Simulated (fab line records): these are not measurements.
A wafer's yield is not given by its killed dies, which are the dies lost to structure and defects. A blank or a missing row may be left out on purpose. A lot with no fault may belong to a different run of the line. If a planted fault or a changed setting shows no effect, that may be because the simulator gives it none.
Which tool did it? | flow nand harc | 33 wafers from 11 lots sampled at 7 of the route's 1302 steps

== WHAT THE GAUGES SHOWED, per wafer ==
NHARC_P_ZERO_WELL_CD_MEAS_37: target cd 720 nm. Usual: cd nm reads 720.4 nm (standard deviation 1.4).
lot  | measured     | on        | cd nm (nm)        | flag
L176 | day 2 00:22  | cd sem-02 | 720.4 720.0 719.8 |
L177 | day 2 10:23  | cd sem-03 | 721.4 719.8 718.6 |
L181 | day 4 02:05  | cd sem-02 | 719.6 719.3 720.0 |
L186 | day 6 04:08  | cd sem-03 | 718.3 718.6 720.4 |
L187 | day 6 14:08  | cd sem-02 | 718.9 721.1 720.4 |
L188 | day 7 00:16  | cd sem-02 | 721.7 719.8 720.6 |
L193 | day 9 02:11  | cd sem-02 | 718.9 719.1 721.9 |
L196 | day 10 08:10 | cd sem-02 | 716.9 720.4 720.5 |
L197 | day 10 18:37 | cd sem-03 | 718.9 720.5 721.2 |
L198 | day 11 04:14 | cd sem-02 | 720.2 721.1 718.5 |
L199 | day 11 14:05 | cd sem-03 | 717.7 719.3 719.1 |

NHARC_P_STI_OCD_MEAS_17. Usual: trench depth nm 300 nm, standard deviation 3.2; trench foot cd nm 158.1 nm, standard deviation 2.3.
lot  | measured     | on     | trench depth nm (nm) | trench foot cd nm (nm) | flag
L176 | day 2 20:41  | ocd-02 | 301 310 310          | 155.1 154.1 155.1      |
L177 | day 3 08:02  | ocd-02 | 297 299 298          | 160.4 159.8 159.5      |
L181 | day 4 22:35  | ocd-02 | 296 304 305          | 158.9 158.2 155.7      |
L186 | day 7 00:41  | ocd-02 | 0 0 0                | - - -                  | OFF
L187 | day 7 12:13  | ocd-01 | 0 0 0                | - - -                  | OFF
L188 | day 7 20:16  | ocd-02 | 304 300 298          | 158.4 154.7 161.0      |
L193 | day 9 21:21  | ocd-02 | 298 300 299          | 161.7 160.5 161.0      |
L196 | day 11 03:49 | ocd-01 | 300 298 304          | 156.7 156.5 155.9      |
L197 | day 11 13:43 | ocd-02 | 304 305 302          | 157.7 154.8 156.9      |
L198 | day 11 22:52 | ocd-01 | 294 299 300          | 159.1 157.2 158.9      |
L199 | day 12 09:20 | ocd-02 | 297 303 301          | 158.0 157.7 158.7      |

NHARC_P_STI_OCD_MEAS_43. Usual: trench depth nm 300 nm, standard deviation 3.2; trench foot cd nm 158.0 nm, standard deviation 2.3.
lot  | measured     | on     | trench depth nm (nm) | trench foot cd nm (nm) | flag
L176 | day 2 21:11  | ocd-01 | 301 309 310          | 154.9 154.7 154.7      |
L177 | day 3 08:32  | ocd-01 | 297 299 298          | 160.5 160.2 158.9      |
L181 | day 4 23:05  | ocd-01 | 296 304 305          | 158.3 158.2 156.4      |
L186 | day 7 01:12  | ocd-01 | 0 0 1                | - - -                  | OFF
L187 | day 7 12:44  | ocd-02 | 0 0 0                | - - -                  | OFF
L188 | day 7 20:47  | ocd-01 | 304 300 298          | 158.9 155.1 160.3      |
L193 | day 9 21:51  | ocd-01 | 299 299 298          | 162.2 160.6 161.6      |
L196 | day 11 04:19 | ocd-02 | 300 298 303          | 157.2 156.4 155.4      |
L197 | day 11 14:14 | ocd-01 | 303 305 303          | 158.1 155.3 156.8      |
L198 | day 11 23:22 | ocd-02 | 295 300 300          | 158.8 157.4 158.4      |
L199 | day 12 09:50 | ocd-01 | 297 302 301          | 157.5 156.9 158.5      |

NHARC_END_SORT_01. Usual: killed at array 60, standard deviation 21; killed at other 1.0, standard deviation 1.2; killed at periphery 4.2, standard deviation 2.8; killed dies 65, standard deviation 20; killed open 3.1, standard deviation 1.8; killed short 2.6, standard deviation 1.6.
lot  | measured     | on        | killed at array | killed at other | killed at periphery | killed dies | killed open | killed short | flag
L186 | day 28 00:35 | prober-02 | 46 62 62        | 1 1 2           | 630 614 613         | 677 677 677 | 1 3 5       | 2 5 2        | OFF
L187 | day 28 14:43 | prober-02 | 38 35 41        | 1 4 1           | 638 638 635         | 677 677 677 | 3 5 3       | 5 0 5        | OFF

== WHICH TOOL RAN EACH LOT (tool, then ch and the chambers of the sampled wafers, then the start) ==
lot  | NHARC_P_ZERO_WELL_DESCUM_54        | NHARC_P_STI_ETCH_15              | NHARC_P_STI_CMP_21
L176 | rie diel-04 ch 2,3, day 2 02:10    | rie si-02 ch 2,3, day 2 20:26    | cmp-04 ch 1,2, day 3 14:45
L177 | rie diel-07 ch 1,2,3, day 2 12:11  | rie si-05 ch 1,2, day 3 07:47    | cmp-02 ch 1,2, day 4 03:39
L181 | rie diel-04 ch 0,3, day 4 03:46    | rie si-02 ch 0,3, day 4 22:18    | cmp-03 ch 1,2,3, day 5 15:15
L186 | rie diel-08 ch 0,1,2, day 6 06:02  | rie si-02 ch 1,2, day 7 00:27    | cmp-02 ch 0,1,2, day 7 19:19
L187 | rie diel-07 ch 1,2, day 6 15:48    | rie si-04 ch 0,1,3, day 7 11:59  | cmp-04 ch 0,2,3, day 8 05:44
L188 | rie diel-04 ch 2,3, day 7 01:56    | rie si-04 ch 0,1,3, day 7 20:02  | cmp-02 ch 1,2,3, day 8 13:09
L193 | rie diel-04 ch 1,3, day 9 03:51    | rie si-02 ch 1,2,3, day 9 21:08  | cmp-02 ch 0,3, day 10 21:25
L196 | rie diel-07 ch 0,1,3, day 10 10:02 | rie si-04 ch 0,1,3, day 11 03:34 | cmp-04 ch 0,1,2, day 11 20:31
L197 | rie diel-07 ch 1,2, day 10 20:17   | rie si-02 ch 0,1,3, day 11 13:30 | cmp-03 ch 0,1, day 12 09:52
L198 | rie diel-07 ch 0,1, day 11 06:03   | rie si-05 ch 0,2,3, day 11 22:38 | cmp-02 ch 0,1,2, day 12 18:43
L199 | rie diel-07 ch 0,2, day 11 15:47   | rie si-04 ch 0,1,2, day 12 09:05 | cmp-03 ch 0,1,2, day 13 04:02
- NHARC_P_ZERO_WELL_DESCUM_54: chemistry O2, time 3 s.
- NHARC_P_STI_ETCH_15: etches the open film in HBr/Cl2, target depth 300 nm, time 100.1 s.
- NHARC_P_STI_CMP_21: polishes, t overpolish 20 s, target thk 380.67 nm.

== WHAT THE TOOLS THEMSELVES READ (means of the sampled wafers that have a number; where no wafer has one, the mark that the record gives instead) ==
NHARC_P_ZERO_WELL_DESCUM_54. Usual: drypump motor current A 5.6 A, standard deviation 0.32; oes product au 1.000 a.u., standard deviation 0.0076; rf vpp V 57.9 V, standard deviation 0.97; showerhead plenum p Torr 1.95 Torr, standard deviation 0.079; throttle valve pct 11.311 %, standard deviation 0.009.
lot  | tool        | drypump motor current A (A) | oes product au (a.u.) | rf vpp V (V) | showerhead plenum p Torr (Torr) | throttle valve pct (%) | flag
L176 | rie diel-04 | 5.5                         | 1.000                 | 59.1         | 2.03                            | 11.312                 |
L177 | rie diel-07 | 5.7                         | 0.997                 | 57.0         | 1.95                            | 11.312                 |
L181 | rie diel-04 | 5.5                         | 1.005                 | 57.9         | 1.98                            | 11.309                 |
L186 | rie diel-08 | 5.6                         | 1.004                 | 58.8         | 1.91                            | 11.309                 |
L187 | rie diel-07 | 5.6                         | 0.995                 | 56.7         | 1.92                            | 11.316                 |
L188 | rie diel-04 | 5.5                         | 0.999                 | 58.5         | 2.02                            | 11.314                 |
L193 | rie diel-04 | 5.1                         | 1.001                 | 58.1         | 1.94                            | 11.315                 |
L196 | rie diel-07 | 5.8                         | 0.997                 | 58.4         | 1.96                            | 11.313                 |
L197 | rie diel-07 | 5.6                         | 0.997                 | 58.4         | 1.91                            | 11.314                 |
L198 | rie diel-07 | 5.6                         | 1.005                 | 57.7         | 1.93                            | 11.314                 |
L199 | rie diel-07 | 5.7                         | 1.005                 | 57.8         | 1.98                            | 11.322                 |

NHARC_P_STI_ETCH_15. Usual: bias w 100.0 W, standard deviation 0.35; chamber pressure mTorr 15.000 mTorr, standard deviation 0.014; drypump motor current A 5.9 A, standard deviation 0.46; he backside leak sccm 2.59 sccm, standard deviation 0.21; oes product au 0.999 a.u., standard deviation 0.0076; rf fwd power W 397.4 W, standard deviation 1.3; throttle valve pct 26.405 %, standard deviation 0.0089.
lot  | tool      | bias w (W) | chamber pressure mTorr (mTorr) | drypump motor current A (A) | he backside leak sccm (sccm) | oes product au (a.u.) | rf fwd power W (W) | throttle valve pct (%) | flag
L176 | rie si-02 | 100.6      | 14.995                         | 5.4                         | 2.47                         | 1.009                 | 398.5              | 26.403                 |
L177 | rie si-05 | 100.1      | 15.002                         | 5.9                         | 2.38                         | 0.990                 | 395.1              | 26.408                 |
L181 | rie si-02 | 100.0      | 15.003                         | 5.7                         | 2.61                         | 1.002                 | 398.5              | 26.403                 |
L186 | rie si-02 | -          | -                              | -                           | -                            | -                     | -                  | -                      | OFF
L187 | rie si-04 | -          | -                              | -                           | -                            | -                     | -                  | -                      | OFF
L188 | rie si-04 | 99.9       | 15.008                         | 6.2                         | 2.38                         | 1.000                 | 397.3              | 26.404                 |
L193 | rie si-02 | 100.3      | 15.006                         | 5.5                         | 2.61                         | 0.996                 | 397.3              | 26.408                 |
L196 | rie si-04 | 99.9       | 15.005                         | 6.2                         | 2.48                         | 1.004                 | 396.4              | 26.397                 |
L197 | rie si-02 | 99.9       | 14.995                         | 5.9                         | 2.51                         | 1.009                 | 398.5              | 26.407                 |
L198 | rie si-05 | 99.8       | 14.997                         | 5.6                         | 2.82                         | 0.996                 | 397.0              | 26.413                 |
L199 | rie si-04 | 99.7       | 14.996                         | 6.4                         | 2.54                         | 0.999                 | 397.4              | 26.402                 |

NHARC_P_STI_CMP_21. Usual: motor current A 12.3 A, standard deviation 0.77; overpolish run s 20.000 s, standard deviation 0.0095; slurry filter dp kPa 13.49 kPa, standard deviation 0.14.
lot  | tool   | motor current A (A) | overpolish run s (s) | slurry filter dp kPa (kPa) | flag
L176 | cmp-04 | 11.6                | 20.008               | 13.60                      |
L177 | cmp-02 | 11.5                | 19.992               | 13.52                      |
L181 | cmp-03 | 12.6                | 20.001               | 13.58                      |
L186 | cmp-02 | 12.0                | 19.996               | 13.49                      |
L187 | cmp-04 | 12.0                | 20.005               | 13.57                      |
L188 | cmp-02 | 11.8                | 20.001               | 13.44                      |
L193 | cmp-02 | 13.0                | 19.995               | 13.53                      |
L196 | cmp-04 | 11.6                | 20.001               | 13.46                      |
L197 | cmp-03 | 13.4                | 20.005               | 13.41                      |
L198 | cmp-02 | 12.3                | 20.004               | 13.38                      |
L199 | cmp-03 | 12.9                | 20.008               | 13.58                      |

== THE ANSWER, worked out from the rows above alone ==
Rule: lot off if the mean of its wafers having a number is beyond 3 standard deviations from the usual mean. Also off: a lot with no number at a reading for which 4 or more lots have one. The other lots that the step has rows for count as sound. First the gauges in route order, then the tools' own readings, where a lot's mean is used as printed above. The first step at which some lot is off is used, and at that step the reading that is off furthest; a lot without a number counts as furthest.
Off at NHARC_P_STI_OCD_MEAS_17 (trench foot cd nm): L186, L187. Without a number there: L186, L187.
If a tool, at a process step before that reading, ran all the lots that are off and no sound lot after the first of them, it fits. The gauges at NHARC_P_STI_OCD_MEAS_17 aren't tried: what is off there is off at NHARC_END_SORT_01 too, on other tools, and a gauge's error can't cause that. No candidate that was tried fits.

== WHAT THE SIMULATOR HAD PUT IN ==
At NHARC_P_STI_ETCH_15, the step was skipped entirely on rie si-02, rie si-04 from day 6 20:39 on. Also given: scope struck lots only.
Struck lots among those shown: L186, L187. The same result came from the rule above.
